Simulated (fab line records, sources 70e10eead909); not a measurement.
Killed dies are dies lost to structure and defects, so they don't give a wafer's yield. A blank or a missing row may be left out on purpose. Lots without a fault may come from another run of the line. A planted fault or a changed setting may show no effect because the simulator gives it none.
fab line records | flow nand_harc
record lots=6 wafers=18 last_day=24
route steps=1159 shown A_STAIRCASE@718 A_SGD_CUT@747 END@1159
lots that met no fault: from a run of the same line without faults
start_h: hours from the record's first day to the start of the lot's first wafer shown | wait_h: hours since the lot's step before | " the same as in the row above | L1.1+2: a row that stands for several wafers | - no value, or no start given | * or withheld: withheld | < > ~ a bound
route shown NAME@n: a module of which the file shows steps, and the number in the route of the first | usual: mean/standard deviation of fault-free wafers | same: alike in all rows | chamber/n: place in a boat | sites: the reading at each site | _std_site: their standard deviation | _edge_site: outer sites' mean less inner sites' | radius_mm: how far each site lies from the wafer's centre | mask NAME#n: copy n | behind: the tool/chamber that last shaped the wafer | hold: why the lot was held/for how many hours/how that ended | device: the transistor (n, p or np) that didn't switch | end of line: the same wafers' tests at the end of the route | a step without rows: its recipe alone | killed: dies lost to structure and defects at the first sort, not the wafer's yield | map: a wafer's dies, x killed, . not, _ none there
set.NAME: the setting as run; set.NAME@STEP: as run at that earlier step | model.NAME: the simulator's own value behind a step, which no gauge read
lots at some steps of the route; a table a step, a row a wafer
services: from which hour (start_h, from the record's first day; less than 0 if before it) a tool's chamber was out of use, for how many hours, and why
## steps
# step NHARC_A_STAIRCASE_COAT_435
# recipe spin_rpm=1200
# step NHARC_A_STAIRCASE_SOFTBAKE_436
# recipe temp_c=135 time_s=170
# step NHARC_A_STAIRCASE_EBR_437
# step NHARC_A_STAIRCASE_EXPOSE_438
# recipe na=0.5 dose_mj=28.97 mask_id=STAIR_REV
# step NHARC_A_STAIRCASE_PEB_439
# recipe peb_temp_c=115 peb_time_s=130
# step NHARC_A_STAIRCASE_DEVELOP_440
# recipe time_s=140
# step NHARC_A_STAIRCASE_HARDBAKE_442
# recipe temp_c=120 time_s=140
# step NHARC_A_STAIRCASE_DESCUM_443
# recipe time_s=3 o2_flow_sccm=200 ar_flow_sccm=0 bias_power_w=0 chemistry=O2
# usual drypump_motor_current_A=5.5/0.39 oes_product_au=1.001/0.01 rf_vpp_V=57.8/1 showerhead_plenum_p_Torr=1.93/0.1 throttle_valve_pct=11.311/0.0096
# columns lot.wafer tool chamber start_h wait_h drypump_motor_current_A oes_product_au rf_hours_counter_h rf_vpp_V showerhead_plenum_p_Torr throttle_valve_pct
L636.1 rie_diel-03 0 324.65 - 5.5 0.990 38 56.9 1.88 11.325
L636.3 " 2 " " 4.7 1.000 37 57.2 1.98 11.324
L636.5 " 0 " " 5.5 0.986 - 57.0 1.88 11.313
L643.3 rie_diel-06 2 342.21 - 5.5 1.009 35 59.4 2.06 11.312
L643.1 " 3 " " 6.1 1.000 33 57.5 1.80 11.297
L643.5 " 2 " " 5.5 1.013 - 57.3 2.07 11.308
L645.4 rie_diel-03 0 357.62 - 5.5 0.994 49 56.4 1.88 11.303
L645.5 " 3 " " 5.5 0.989 - 57.1 2.06 11.303
L645.6 " 0 " " 5.5 1.004 - 58.5 1.88 11.310
L652.1 rie_diel-13 0 397.68 - 5.3 0.991 35 57.9 1.97 11.314
L652.4 " 1 " " 5.4 1.019 34 57.2 1.93 11.301
L652.3 " 2 " " 5.5 1.011 31 56.9 1.78 11.309
L657.3 rie_diel-13 0 430.58 - 5.3 1.003 52 56.1 1.96 11.308
L657.6 " 1 " " 5.4 1.008 - 57.3 1.92 11.316
L657.5 " 2 " " 5.5 0.997 - 57.5 1.77 11.320
L659.4 rie_diel-13 3 445.54 - 5.8 1.003 58 57.7 2.06 11.313
L659.1 " 0 " " 5.3 0.989 57 58.6 1.96 11.309
L659.3 " 1 " " 5.4 1.007 56 57.3 1.92 11.308
# step NHARC_A_STAIRCASE_ETCH_444
# recipe target_depth_a=1.02e+05 time_s=3400 c4f8_flow_sccm=20 o2_flow_sccm=10 ar_flow_sccm=withheld rf_w=600 bias_w=1000 chemistry=C4F8/O2
# step NHARC_A_STAIRCASE_STRIP_446
# recipe power_w=1500 temp_c=250 chemistry=O2
# usual drypump_motor_current_A=5.7/0.32 heater_power_w=353/31
# columns lot.wafer tool chamber start_h wait_h drypump_motor_current_A heater_power_w rf_hours_counter_h
L636.1 plasma_asher-02 1 327.28 0.3 5.3 331 46
L636.3 " 1 " " 5.3 325 -
L636.5 " 0 " " 6.0 405 -
L643.1 plasma_asher-02 1 344.58 0.1 5.3 333 51
L643.3 " 0 " " 6.0 404 -
L643.5 " 0 " " 6.0 407 -
L645.4 plasma_asher-01 1 360.06 0.1 5.4 340 -
L645.5 " 1 " " 5.5 339 -
L645.6 " 0 " " 6.0 343 -
L652.1 plasma_asher-01 0 400.09 0.0 6.0 335 41
L652.3 " 0 " " 6.0 339 -
L652.4 " 1 " " 5.5 341 -
L657.3 plasma_asher-01 0 433.12 0.3 6.0 335 -
L657.5 " 0 " " 6.1 337 -
L657.6 " 1 " " 5.4 345 -
L659.1 plasma_asher-02 1 447.94 0.1 5.3 338 22
L659.4 " 0 " " 6.0 420 -
L659.3 " 1 " " 5.3 335 -
# step NHARC_A_STAIRCASE_STRIP_447
# recipe time_s=900 temp_c=130 chemistry=SPM
# usual bath_guard_temp_C=129.9/0.43
# columns lot.wafer tool chamber start_h wait_h bath_guard_temp_C
L636.5 wet_bench-06 1 327.59 0.1 129.5
L636.3 " 3 " " 130.1
L636.1 " 5 " " 130.0
L643.3 wet_bench-01 4 344.89 0.2 129.9
L643.1 " 5 " " 129.9
L643.5 " 7 " " 129.6
L645.4 wet_bench-03 0 360.35 0.2 130.7
L645.5 " 2 " " 129.7
L645.6 " 3 " " 129.5
L652.4 wet_bench-06 4 400.44 0.2 129.1
L652.1 " 0 " " 129.8
L652.3 " 1 " " 129.7
L657.5 wet_bench-01 4 433.39 0.1 130.0
L657.6 " 6 " " 130.6
L657.3 " 7 " " 129.3
L659.4 wet_bench-01 2 448.24 0.2 129.7
L659.3 " 4 " " 130.0
L659.1 " 7 " " 129.9
# step NHARC_A_STAIRCASE_PRECLEAN_448
# recipe time_s=* temp_c=50 bath_age_min=0 chemistry=SC1
# step NHARC_A_STAIRCASE_SRD_449
# step NHARC_A_STAIRCASE_CMP_450
# recipe target_thk_nm=200 material=SiO2
# step NHARC_A_STAIRCASE_CMP_152
# step NHARC_A_STAIRCASE_SRD_154
# step NHARC_A_STAIRCASE_ETCH_403
# recipe target_depth_a=1082 chemistry=dHF material=SiO2
# step NHARC_A_STAIRCASE_ETCHBACK_422
# recipe target_depth_a=400 over_etch_frac=0.3 time_s=74.286 ion_energy_ev=120 ch3f_flow_sccm=50 o2_flow_sccm=30 ar_flow_sccm=200 rf_w=500 bias_w=100 chemistry=CH3F/O2
# step NHARC_A_STAIRCASE_ETCH_423
# recipe target_depth_a=300 chemistry=dHF material=SiO2
# step NHARC_A_STAIRCASE_ETCHBACK_157
# recipe target_depth_a=900 over_etch_frac=0.3 time_s=167.14 ion_energy_ev=120 ch3f_flow_sccm=50 o2_flow_sccm=30 ar_flow_sccm=200 rf_w=500 bias_w=100 chemistry=CH3F/O2
# step NHARC_A_STAIRCASE_STRIP_475
# recipe time_s=20 o2_flow_sccm=500 ar_flow_sccm=0 bias_w=0 chemistry=O2
# usual drypump_motor_current_A=5.5/0.46 oes_product_au=1.000/0.0099 rf_vpp_V=57.9/0.92 showerhead_plenum_p_Torr=3.57/0.16 throttle_valve_pct=17.035/0.0089
# columns lot.wafer tool chamber start_h wait_h drypump_motor_current_A oes_product_au rf_hours_counter_h rf_vpp_V showerhead_plenum_p_Torr throttle_valve_pct
L636.1 rie_diel-13 3 - - 5.8 0.995 14 57.2 3.80 17.019
L636.3 " 2 " " 5.5 1.001 10 57.4 3.30 17.024
L636.5 " 0 " " 5.4 0.999 - 57.4 3.63 17.032
L643.3 rie_diel-13 3 - - 5.8 0.997 21 58.1 3.80 17.021
L643.1 " 1 " " 5.4 0.993 18 56.2 3.56 17.044
L643.5 " 3 " " 5.8 0.993 - 59.0 3.80 17.038
L645.4 rie_diel-03 2 - - 4.7 0.995 52 58.7 3.63 17.041
L645.6 " 0 " " 5.5 0.995 - 58.5 3.46 17.031
L645.5 " 1 " " 6.3 1.001 - 58.2 3.59 17.031
L652.4 rie_diel-06 3 - - 6.1 0.983 54 55.8 3.33 17.051
L652.3 " 0 " " 5.7 0.991 58 56.6 3.34 17.019
L652.1 " 2 " " 5.6 0.992 58 58.4 3.77 17.028
L657.3 rie_diel-03 3 - - 5.5 1.005 13 58.4 3.77 17.021
L657.5 " 1 " " 6.3 1.020 - 59.1 3.58 17.043
L657.6 " 2 " " 4.7 1.011 - 58.3 3.62 17.055
L659.4 rie_diel-13 2 - - 5.5 0.993 54 56.5 3.28 17.030
L659.3 " 3 " " 5.8 1.013 61 58.5 3.77 17.047
L659.1 " 0 " " 5.4 1.007 60 58.9 3.60 17.041
# step NHARC_A_STAIRCASE_DEP_471
# recipe target_thk_a=1000 temp_c=400 pressure_torr=6.5 rf_w=900 teos_flow_sccm=161.4 flow_sccm=2650 target_thk_nm=100 gas=O2 material=SiO2
# usual flow_sccm=2650/8.5 heater_power_w=583/150 susceptor_temp_C=400.04/0.22 throttle_valve_pct=15.7/0.51
# columns lot.wafer tool chamber start_h wait_h flow_sccm heater_power_w susceptor_temp_C throttle_valve_pct
L636.3 pecvd-03 0 329.30 - 2637 431 400.19 15.2
L636.1 " 1 " " 2642 501 399.89 15.3
L636.5 " 2 " " 2651 889 400.16 15.3
L643.3 pecvd-03 1 346.70 - 2661 503 400.16 15.7
L643.1 " 2 " " 2642 859 399.74 15.8
L643.5 " 2 " " 2648 857 399.65 15.7
L645.6 pecvd-02 2 362.27 - 2652 390 400.25 15.5
L645.4 " 0 " " 2653 689 400.30 15.0
L645.5 " 1 " " 2647 538 400.11 16.2
L652.3 pecvd-03 2 402.11 - 2662 853 400.01 16.0
L652.1 " 0 " " 2655 507 400.44 15.1
L652.4 " 0 " " 2656 495 400.64 15.1
L657.3 pecvd-02 1 435.00 - 2664 550 399.85 16.1
L657.5 " 2 " " 2645 317 400.14 15.6
L657.6 " 0 " " 2652 630 400.22 15.2
L659.1 pecvd-02 0 450.01 - 2643 578 399.94 15.3
L659.3 " 1 " " 2653 463 400.13 16.0
L659.4 " 0 " " 2656 582 399.96 15.1
# step NHARC_A_STAIRCASE_CMP_472
# recipe material=SiO2
# usual motor_current_A=12.4/1.5 retaining_ring_pressure_frac=1.000/0.0047 slurry_flow_ml_min=150.1/0.46
# columns lot.wafer tool chamber start_h wait_h motor_current_A retaining_ring_pressure_frac slurry_flow_ml_min
L636.3 cmp-03 3 329.57 0.2 12.2 0.994 150.3
L636.1 " 1 " " 11.6 1.000 150.0
L636.5 " 2 " " 13.7 1.000 150.9
L643.3 cmp-03 1 346.98 0.2 12.2 1.010 150.7
L643.1 " 2 " " 13.6 0.999 150.6
L643.5 " 2 " " 13.4 0.997 150.9
L645.4 cmp-02 0 362.53 0.2 10.1 0.999 150.6
L645.5 " 1 " " 11.5 0.997 150.4
L645.6 " 2 " " 14.1 0.996 150.1
L652.1 cmp-03 2 402.35 0.2 13.4 0.993 149.4
L652.4 " 3 " " 12.7 1.001 150.2
L652.3 " 1 " " 11.6 0.996 150.3
L657.3 cmp-02 0 435.35 0.3 9.9 0.998 149.9
L657.6 " 1 " " 11.6 1.000 150.1
L657.5 " 2 " " 13.6 0.994 150.7
L659.1 cmp-02 0 450.25 0.2 9.8 1.006 149.8
L659.4 " 1 " " 11.2 1.002 149.9
L659.3 " 3 " " 10.7 1.000 150.3
# step NHARC_A_STAIRCASE_SRD_474
# step NHARC_A_SGD_CUT_DEP_00
# recipe target_thk_a=500 temp_c=400 target_thk_nm=50 flow_sccm=200 rf_w=450 material=SiNx
# step NHARC_A_SGD_CUT_DEHYDRATE_01
# recipe temp_c=150 time_s=120
# step NHARC_A_SGD_CUT_HMDS_02
# recipe time_s=30
# step NHARC_A_SGD_CUT_COAT_56
# recipe temp_c=260 time_s=75
# step NHARC_A_SGD_CUT_COAT_57
# recipe temp_c=225 time_s=65
# step NHARC_A_SGD_CUT_COAT_03
# recipe spin_rpm=1500 resist_thk_nm=90
# step NHARC_A_SGD_CUT_SOFTBAKE_04
# recipe temp_c=105 time_s=55
# step NHARC_A_SGD_CUT_EBR_05
# step NHARC_A_SGD_CUT_EXPOSE_06
# recipe na=1.35 dose_mj=85.59 mask_id=SGD
# step NHARC_A_SGD_CUT_PEB_07
# recipe peb_temp_c=100 peb_time_s=65
# step NHARC_A_SGD_CUT_DEVELOP_08
# recipe develop_time_s=35 dev_temp_c=23
# step NHARC_A_SGD_CUT_CD_MEAS_09
# recipe target_cd_nm=100 landing_energy_ev=500
# usual cd_nm=100.0/0.47
# same landing_energy_ev=500
# columns lot.wafer tool chamber start_h wait_h cd_nm
L636.1 cd_sem-01 0 331.11 - 99.5
L636.3 " 0 " " 100.8
L636.5 " 0 " " 100.4
L643.1 cd_sem-03 0 348.14 - 99.8
L643.3 " 0 " " 100.4
L643.5 " 0 " " 99.3
L645.4 cd_sem-02 0 363.60 - 100.7
L645.5 " 0 " " 99.6
L645.6 " 0 " " 100.5
L652.1 cd_sem-03 0 403.40 - 99.9
L652.3 " 0 " " 100.2
L652.4 " 0 " " 100.1
L657.3 cd_sem-02 0 436.41 - 99.6
L657.5 " 0 " " 100.2
L657.6 " 0 " " 99.7
L659.1 cd_sem-02 0 451.41 - 99.7
L659.3 " 0 " " 99.8
L659.4 " 0 " " 100.6
# step NHARC_A_SGD_CUT_OVL_MEAS_10
# usual overlay_x_nm=0.1/0.59 overlay_y_nm=0.2/0.72
# columns lot.wafer tool chamber start_h wait_h overlay_x_nm overlay_y_nm
L636.1 overlay-01 - 331.19 - -0.6 0.3
L636.3 " - " " 0.2 0.2
L636.5 " - " " 0.4 0.1
L643.1 overlay-01 - 348.23 - -0.7 -0.6
L643.3 " - " " -0.2 -0.6
L643.5 " - " " -0.6 -0.3
L645.4 overlay-01 - 363.68 - -0.6 0.3
L645.5 " - " " -0.8 -0.1
L645.6 " - " " -0.6 0.2
L652.1 overlay-01 - 403.49 - 0.0 1.3
L652.3 " - " " 0.5 1.8
L652.4 " - " " 0.7 1.5
L657.3 overlay-01 - 436.49 - -0.2 0.4
L657.5 " - " " -0.3 0.1
L657.6 " - " " -0.2 0.7
L659.1 overlay-02 - 451.50 - -0.3 0.7
L659.3 " - " " -0.1 0.3
L659.4 " - " " 0.1 0.1
# step NHARC_END_SORT_01
# recipe temp_c=25
# usual killed_at_array=21/8.9 killed_at_other=0.8/1.3 killed_at_periphery=3.6/2.4 killed_dies=26/8.9 killed_open=3.1/1.8 killed_short=1.9/1.3
# same gross_dies=677
# columns lot.wafer tool chamber start_h wait_h killed_at_array killed_at_other killed_at_periphery killed_dies killed_open killed_short
L657.3 prober-01 0 562.09 3.1 93 2 3 98 0 1
L659.1 prober-01 0 572.06 2.6 105 0 5 110 1 1
# killed by level:class
L657.3 A_STAIRCASE:unspecified=83 A_CHANNEL_HOLE_D1:chamber_film_flake=4 A_STAIRCASE:chamber_film_flake=3 P_GATE:chamber_film_flake=2 A_CONTACT:chamber_film_flake=2 THIN_TSV:chamber_film_flake=2 A_WL_FILL:geometric_particle:short=1 P_ZERO_WELL:chamber_film_flake=1
L659.1 A_STAIRCASE:unspecified=83 A_CHANNEL_HOLE_D1:chamber_film_flake=15 A_CONTACT:chamber_film_flake=3 P_STI:chamber_film_flake=2 P_CONTACT:geometric_particle:open=1 A_ONON_D1:geometric_particle:short=1 P_ZERO_WELL:chamber_film_flake=1 P_GATE:chamber_film_flake=1
# map L657.3 (x killed, . not)
____________x____________
_________.....xx_________
_______.......xxxx_______
______.........xxxx______
_____........xxxxxxx_____
____.........xxxxxxx.____
____........xxxxxxxx.____
___........x.xxxxxxxxx___
___.........xxxxxxxxx.___
__...........xxxxxxxxx.__
__.........x..xxxxxxx..__
_.............xxxxxx.x.._
_............xxxxxxxx..._
_..............x.xxx...._
_......................._
_......................._
...................x.....
.........................
.........................
..................x......
.................x.......
_..................x...._
_......................._
_...........x..........._
_.......xx.............._
_......................._
__.......x.............__
__..................x..__
___...................___
___...................___
____.................____
____..............x..____
_____..............._____
______.............______
_______..........._______
_________......._________
____________.____________
# map L659.1 (x killed, . not)
____________.____________
_________...x..._________
_______........xx._______
______...x...xxxxxx______
_____........xxxxxxx_____
____.........xxxxxxxx____
____.........xxxxxxxx____
___.........xxxxxxxxx.___
___..........xxxxxxxx.___
__....x......xxxxxxxx..__
__..x........xxxxxxx...__
_.............xxxxxxx..._
_..............xxxxx...._
_..............xxxx....._
_..............x...x...._
_x................x....._
........................x
...................x.....
.........................
.........................
.........................
_......................._
_......................._
_......x..........x....._
_....x.................x_
_......................._
__.....................__
__.....................__
___............x......___
___..x................___
____x..x.............____
____...xx............____
_____.x..xx........._____
______..xxx..x.....______
_______...x..x...._______
_________.x.x..._________
____________.____________
## services
# columns tool chamber start_h hours kind
wet_bench-06 - 305.67 8.0 pm
rie_diel-13 2 316.71 5.8 repair
cmp-02 - 324.50 4.0 pm
pecvd-02 - 334.00 13.0 pm
pecvd-03 0 334.99 6.3 repair
wet_bench-01 - 335.72 2.4 repair
rie_diel-13 - 339.31 0.8 repair
wet_bench-06 - 351.23 9.1 repair
cmp-03 - 352.00 4.0 pm
plasma_asher-02 - 360.76 9.0 pm
cmp-02 - 368.01 1.7 repair
rie_diel-03 1 370.70 3.7 repair
rie_diel-03 2 373.90 5.3 repair
plasma_asher-01 - 379.44 0.9 repair
wet_bench-01 - 389.60 8.0 pm
rie_diel-03 - 392.98 9.0 pm
plasma_asher-02 - 413.71 21.1 repair
rie_diel-06 - 418.51 9.0 pm
cmp-02 - 419.80 3.5 repair
cmp-03 - 430.90 0.9 repair
rie_diel-06 0 431.42 6.5 repair
wet_bench-06 - 433.41 1.8 repair
cmp-02 - 440.91 2.0 repair
cmp-03 - 450.03 4.0 pm
## key
first_sign step=NHARC_END_SORT_01 reading=killed_dies direction=up sigmas=8.8 usual=26 struck=104
effect step=NHARC_END_SORT_01 reading=killed_at_array direction=up sigmas=8.7 usual=21 struck=99
more_kills_born_at NHARC_A_STAIRCASE_STRIP_447@wet_bench-01=166
met_at NHARC_A_STAIRCASE_STRIP_447
struck_wafers L657.3,L659.1
tester_left_out L657,L659
onset_between 344.89 433.39
fault kind=chamber_particle_source tool=wet_bench-01 chamber=7 onset_h=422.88 steps=NHARC_A_STAIRCASE_STRIP_447 rate_per_visit_cm2=1.1751 end_h=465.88
# tester_left_out: of these lots the tester's yield and bins aren't shown, on N5 and GAA mostly nor the transistor test; their killed dies are dies lost to structure and defects alone, not to doping, threshold or leakage, so they don't give the yield
